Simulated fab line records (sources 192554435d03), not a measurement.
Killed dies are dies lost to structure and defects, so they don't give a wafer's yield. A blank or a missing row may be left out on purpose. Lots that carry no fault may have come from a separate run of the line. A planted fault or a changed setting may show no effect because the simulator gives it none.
Which tool was responsible? ; flow n5-finfet ; Sampling: 9 lots, 27 wafers, 4 of 1938 route steps

== WHAT THE GAUGES READ, wafer by wafer ==
No reading from a measuring or inspecting step in the record can be judged against a usual standard deviation.

== TOOL THAT RAN EACH LOT (tool first, then ch and the chambers of the sampled wafers, then the start) ==
lot;N5_PASSIVATION_PASS_ETCH_74;N5_PASSIVATION_SPUTTER_20;N5_PASSIVATION_ETCH_54;N5_PASSIVATION_STRIP_48
L731;rie-diel-04 ch 0,3, day 13 08:26;pvd-sputter-03, day 13 09:08;rie-diel-01 ch 2,3, day 13 12:03;rie-diel-01 ch 2,3, day 13 12:20
L732;rie-diel-06 ch 0,2,3, day 13 20:32;pvd-sputter-02, day 13 23:57;rie-diel-03 ch 0,1,3, day 14 02:54;rie-diel-03 ch 0,1,3, day 14 03:11
L734;rie-diel-05 ch 0,1,2, day 13 23:36;pvd-sputter-02, day 14 00:42;rie-diel-03 ch 0,1,3, day 14 03:39;rie-diel-03 ch 0,1,3, day 14 03:56
L737;rie-diel-04 ch 1,3, day 14 02:56;pvd-sputter-03, day 14 04:53;rie-diel-02 ch 0,3, day 14 07:40;rie-diel-02 ch 0,3, day 14 07:58
L746;rie-diel-05 ch 0,3, day 16 16:55;pvd-sputter-02, day 16 18:10;rie-diel-03 ch 1,2,3, day 16 21:01;rie-diel-03 ch 1,2,3, day 16 21:18
L747;rie-diel-06 ch 0,1,3, day 17 22:41;pvd-sputter-01, day 18 00:01;rie-diel-03 ch 0,2,3, day 18 03:01;rie-diel-03 ch 0,2,3, day 18 03:19
L752;rie-diel-04 ch 0,1, day 18 05:01;pvd-sputter-02, day 18 05:56;rie-diel-02 ch 1,2, day 18 08:58;rie-diel-02 ch 1,2, day 18 09:15
L751;rie-diel-06 ch 1,3, day 19 01:43;pvd-sputter-03, day 19 02:42;rie-diel-02 ch 1,2,3, day 19 05:37;rie-diel-02 ch 1,2,3, day 19 05:55
L753;rie-diel-06 ch 2,3, day 19 18:10;pvd-sputter-03, day 19 19:11;rie-diel-02 ch 1,2, day 19 22:16;rie-diel-02 ch 1,2, day 19 22:33
- N5_PASSIVATION_PASS_ETCH_74: etches SiNx in CF4/O2, target depth 220 nm, time 110 s.
- N5_PASSIVATION_SPUTTER_20: material TaN, target thk 50 nm.
- N5_PASSIVATION_ETCH_54: etches SiO2 in CHF3/O2, target depth 880 nm, time 440 s.
- N5_PASSIVATION_STRIP_48: strips in O2.

== AS READ BY THE TOOLS THEMSELVES (means over the sampled wafers that have a number; for cases with no such wafer, the mark the record gives instead) ==
N5_PASSIVATION_PASS_ETCH_74. Usual: bias-w 49.01 W, standard deviation 0.16; drypump-motor-current-A 5.9 A, standard deviation 0.4; oes_ar_750_au 0.76 a.u., standard deviation 0.075; oes_f_703_au 0.76 a.u., standard deviation 0.076; oes-product-au 0.76 a.u., standard deviation 0.078; rf-fwd-power-W 532.4 W, standard deviation 1.8; rf-vpp-V 241.4 V, standard deviation 2.8; showerhead-plenum-p-Torr 2.18 Torr, standard deviation 0.083; throttle-valve-pct 16.06 %, standard deviation 0.26.
lot;tool;bias-w (W);drypump-motor-current-A (A);oes_ar_750_au (a.u.);oes_f_703_au (a.u.);oes-product-au (a.u.);rf-fwd-power-W (W);rf-vpp-V (V);showerhead-plenum-p-Torr (Torr);throttle-valve-pct (%);flag
L731;rie-diel-04;48.97;6.2;0.73;0.72;0.73;531.4;238.7;2.06;16.11;
L732;rie-diel-06;49.00;6.2;0.82;0.82;0.83;533.7;244.1;2.22;16.15;
L734;rie-diel-05;49.07;5.5;0.72;0.73;0.72;531.5;242.5;2.24;16.16;
L737;rie-diel-04;49.20;5.6;0.74;0.75;0.75;534.6;236.5;2.10;16.05;
L746;rie-diel-05;49.12;5.8;0.81;0.81;0.80;531.7;241.0;2.30;15.92;
L747;rie-diel-06;49.12;6.2;0.75;0.75;0.75;530.2;242.9;2.20;16.28;
L752;rie-diel-04;48.92;5.7;0.70;0.70;0.71;530.7;240.1;2.10;15.96;
L751;rie-diel-06;48.94;6.2;0.75;0.76;0.75;532.9;240.4;2.20;16.29;
L753;rie-diel-06;49.16;6.2;0.78;0.77;0.78;533.3;242.4;2.21;16.22;

N5_PASSIVATION_SPUTTER_20. Usual: substrate-temp-c 25.00 C, standard deviation 0.11; susceptor-temp-C 25.01 C, standard deviation 0.1; throttle-valve-pct 30.5 %, standard deviation 1.3.
lot;tool;substrate-temp-c (C);susceptor-temp-C (C);throttle-valve-pct (%);flag
L731;pvd-sputter-03;25.00;25.09;31.2;
L732;pvd-sputter-02;25.13;24.90;30.1;
L734;pvd-sputter-02;24.95;25.13;29.5;
L737;pvd-sputter-03;24.99;24.92;31.4;
L746;pvd-sputter-02;24.99;25.04;30.2;
L747;pvd-sputter-01;24.95;24.79;31.6;
L752;pvd-sputter-02;24.98;25.02;29.9;
L751;pvd-sputter-03;25.06;24.98;30.6;
L753;pvd-sputter-03;24.87;24.95;30.6;

N5_PASSIVATION_ETCH_54. Usual: bias-w 170.0 W, standard deviation 0.5; drypump-motor-current-A 5.9 A, standard deviation 0.48; oes_ar_750_au 0.83 a.u., standard deviation 0.052; oes_f_703_au 0.83 a.u., standard deviation 0.053; oes-product-au 0.83 a.u., standard deviation 0.053; rf-fwd-power-W 649.5 W, standard deviation 1.9; rf-vpp-V 524 V, standard deviation 5.5; showerhead-plenum-p-Torr 2.45 Torr, standard deviation 0.062; throttle-valve-pct 18.71 %, standard deviation 0.14.
lot;tool;bias-w (W);drypump-motor-current-A (A);oes_ar_750_au (a.u.);oes_f_703_au (a.u.);oes-product-au (a.u.);rf-fwd-power-W (W);rf-vpp-V (V);showerhead-plenum-p-Torr (Torr);throttle-valve-pct (%);flag
L731;rie-diel-01;170.3;5.7;0.78;0.77;0.77;650.2;533;2.42;18.79;
L732;rie-diel-03;169.8;5.6;0.87;0.87;0.88;649.5;522;2.48;18.62;
L734;rie-diel-03;170.3;5.6;0.87;0.87;0.86;650.7;522;2.48;18.61;
L737;rie-diel-02;170.1;5.8;0.89;0.89;0.89;648.9;527;2.42;18.90;
L746;rie-diel-03;169.9;6.0;0.93;1.04;0.83;804.0;467;2.50;18.72;OFF
L747;rie-diel-03;169.8;5.9;0.92;1.02;0.83;804.5;467;2.47;18.75;OFF
L752;rie-diel-02;170.0;6.3;0.82;0.81;0.82;649.4;529;2.40;18.69;
L751;rie-diel-02;170.2;6.4;0.82;0.82;0.82;649.2;524;2.40;18.75;
L753;rie-diel-02;169.5;6.2;0.80;0.81;0.81;649.8;527;2.40;18.71;

N5_PASSIVATION_STRIP_48. Usual: drypump-motor-current-A 5.9 A, standard deviation 0.48; o2-flow-sccm 224.9 sccm, standard deviation 0.7; oes-product-au 0.83 a.u., standard deviation 0.055; rf-vpp-V 3.2 V, standard deviation 2; showerhead-plenum-p-Torr 2.14 Torr, standard deviation 0.056; throttle-valve-pct 16.56 %, standard deviation 0.14.
lot;tool;drypump-motor-current-A (A);o2-flow-sccm (sccm);oes-product-au (a.u.);rf-vpp-V (V);showerhead-plenum-p-Torr (Torr);throttle-valve-pct (%);flag
L731;rie-diel-01;5.7;224.9;0.76;2.7;2.11;16.62;
L732;rie-diel-03;5.6;224.7;0.87;2.7;2.15;16.45;
L734;rie-diel-03;5.6;225.4;0.87;3.7;2.16;16.44;
L737;rie-diel-02;5.8;225.6;0.89;2.3;2.11;16.72;
L746;rie-diel-03;6.0;225.3;0.84;1.3;2.17;16.56;
L747;rie-diel-03;5.9;224.4;0.83;2.7;2.14;16.58;
L752;rie-diel-02;6.2;225.2;0.81;4.2;2.09;16.57;
L751;rie-diel-02;6.4;224.9;0.82;2.4;2.09;16.60;
L753;rie-diel-02;6.2;225.4;0.81;1.4;2.08;16.60;

== THE ANSWER, worked out from the rows above alone ==
Rule: take the mean of a lot's wafers that have a number; if it is more than 3 standard deviations from the usual mean, the lot is off. Also off: a lot with no number at a reading for which 4 or more lots have one. All remaining lots with rows at the step are treated as sound. Order of review: gauges by route order, followed by the tools' own readings, for which a lot's mean as printed above is used. The first step at which some lot is off is used, and at that step the reading that is off furthest; a lot without a number counts as furthest.
Off: L746, L747, at N5_PASSIVATION_ETCH_54 (rf-fwd-power-W).
A tool fits if, at that step or a process step before it, it ran every lot that is off, and no sound lot after the first of them. One fits: rie-diel-03 at N5_PASSIVATION_ETCH_54. Its last sound lot is L734 (day 14 03:39), its first lot that is off L746 (day 16 21:01): a fault that began between those two fits.
The tool's own readings at N5_PASSIVATION_ETCH_54 bear it out: on the lots that are off they differ by more than 5 times the standard deviation of the sound lots' means. rf-fwd-power-W reads 804.2 W there against 649.7 W on the sound lots; rf-vpp-V reads 467 V there against 526 V on the sound lots.

== WHAT THE SIMULATOR HAD INSERTED ==
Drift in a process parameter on rie-diel-03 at N5_PASSIVATION_ETCH_54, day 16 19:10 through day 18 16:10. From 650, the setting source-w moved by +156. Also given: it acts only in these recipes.
Lots struck among those shown: L746, L747. The same result came from the rule above.
